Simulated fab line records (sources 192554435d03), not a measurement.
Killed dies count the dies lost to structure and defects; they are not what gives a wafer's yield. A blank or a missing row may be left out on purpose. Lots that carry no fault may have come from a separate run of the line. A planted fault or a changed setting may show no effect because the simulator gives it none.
Split-lot study | flow n5-finfet | 7 lots, 21 wafers read, on a route of 1938 steps

## SPLIT DETAILS
At N5_BEOL_M0_SAQP_SPACER1_ALD_98 (deposits SiO2, target thk 12.8 nm, pulse time 1 s, purge time 2 s), the setting temp-c was moved away from the recipe's 300 C on 9 of the 21 wafers read, by -3.1% to +3.5%. The other wafers ran this setting at the recipe's value.

## BETWEEN THE SPLIT AND THE READING: the file shows 1 step in between
- N5_BEOL_M0_SAQP_SPACER1_ETCHBACK_99: etches SiO2 in CHF3/O2, target depth 15.4 nm, time 7.7 s

## THE READING
SiO2_of_BEOL_M0_SAQP_SPACER1_ALD_98.thk-nm (the simulator's own value, which no gauge read), in nm, at N5_BEOL_M0_SAQP_MANDREL1_REMOVE_100 (chemistry HBr/Cl2/O2, target a-Si, stops on SiNx, bt time 10 s). The file does not state a usual value for it. Here, 12 wafers ran the recipe; their average is 7.4 nm with a standard deviation of 0.075 nm.

wafer  | tool, chamber at the split | temp-c as run, C | against the recipe | SiO2_of_BEOL_M0_SAQP_SPACER1_ALD_98.thk-nm, nm | against lot-mates on the recipe
L074.1 | ald-sin-02, 0,2,0          | 300              | recipe             | 7.4                                            | -
L074.4 | ald-sin-02, 0,2,0          | 300              | recipe             | 7.4                                            | -
L074.5 | ald-sin-02, 0,2,0          | 300              | recipe             | 7.4                                            | -
L079.3 | ald-sin-03, 2,0            | 290.6            | -3.1%              | 7.8                                            | +0.4
L079.5 | ald-sin-03, 2,0            | 290.6            | -3.1%              | 7.8                                            | +0.4
L079.4 | ald-sin-03, 3              | 300              | recipe             | 7.4                                            | -
L080.1 | ald-sin-03, 0              | 304.3            | +1.4%              | 7.4                                            | +0.0
L080.3 | ald-sin-03, 3,1            | 300              | recipe             | 7.4                                            | -
L080.5 | ald-sin-03, 3,1            | 300              | recipe             | 7.4                                            | -
L082.2 | ald-sin-02, 2              | 296.6            | -1.1%              | 7.6                                            | +0.2
L082.4 | ald-sin-02, 1              | 300              | recipe             | 7.4                                            | -
L082.6 | ald-sin-02, 1              | 300              | recipe             | 7.4                                            | -
L083.2 | ald-sin-01, 2,0            | 300              | recipe             | 7.4                                            | -
L083.4 | ald-sin-01, 1              | 310.6            | +3.5%              | 7.2                                            | -0.3
L083.6 | ald-sin-01, 2,0            | 300              | recipe             | 7.6                                            | -
L088.2 | ald-sin-03, 2              | 300              | recipe             | 7.6                                            | -
L088.3 | ald-sin-03, 1,0            | 293.6            | -2.1%              | 7.8                                            | +0.2
L088.4 | ald-sin-03, 1,0            | 293.6            | -2.1%              | 7.8                                            | +0.2
L095.2 | ald-sin-02, 3              | 300              | recipe             | 7.4                                            | -
L095.3 | ald-sin-02, 1              | 296.4            | -1.2%              | 7.6                                            | +0.2
L095.6 | ald-sin-02, 1              | 296.4            | -1.2%              | 7.8                                            | +0.4
If several chambers appear in one row, that row covers several wafers at once and the file leaves open which wafer was in which chamber.

FIT RESULTS
A straight line over all 21 wafers: SiO2_of_BEOL_M0_SAQP_SPACER1_ALD_98.thk-nm changes by -0.109 nm for each +1% of temp-c; r = -0.87; the points scatter about the line by 0.092 nm.
The same after taking each lot's own level away (the mean of its wafers on the recipe; 21 wafers): -0.106 nm for each +1%; r = -0.90; scatter 0.079 nm.
Per that fit: largest temp-c move, reading shift of 0.38 nm.
The span of the lots' own levels, 7.40 to 7.60 nm, comes to 2.7 times the standard deviation stated above.
Hence the lot-to-lot level has little effect on the slope; both slopes agree.
Check: with one of the wafers moved furthest among these (+3.5%) left out of the fit, the line predicts -0.37 nm for it against its lot-mates. Against them it came out at -0.3 nm.

## FURTHER SPLITS ON THESE WAFERS
Note: prior to the reading, these wafers also went through further splits. Each is held against what the fit with the lots' levels taken away leaves over:
other split on the same wafers         | wafers away from the commonest value | r with SiO2_of_BEOL_M0_SAQP_SPACER1_ALD_98.thk-nm (lot level and that fit taken away)
N5_GATE_CUT_DESCUM_18 time-s           | 11                                   | -0.26
N5_MOL_CONTACT_COAG_EXPOSE_05 dose-mj  | 4                                    | -0.01
N5_MOL_CONTACT_COAG_ALD_131 ald-cycles | 5                                    | -0.30

## THE FILE'S OWN FIT
SiO2_of_BEOL_M0_SAQP_SPACER1_ALD_98.thk-nm changes by -0.105 nm for each +1% of temp-c, r = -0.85.
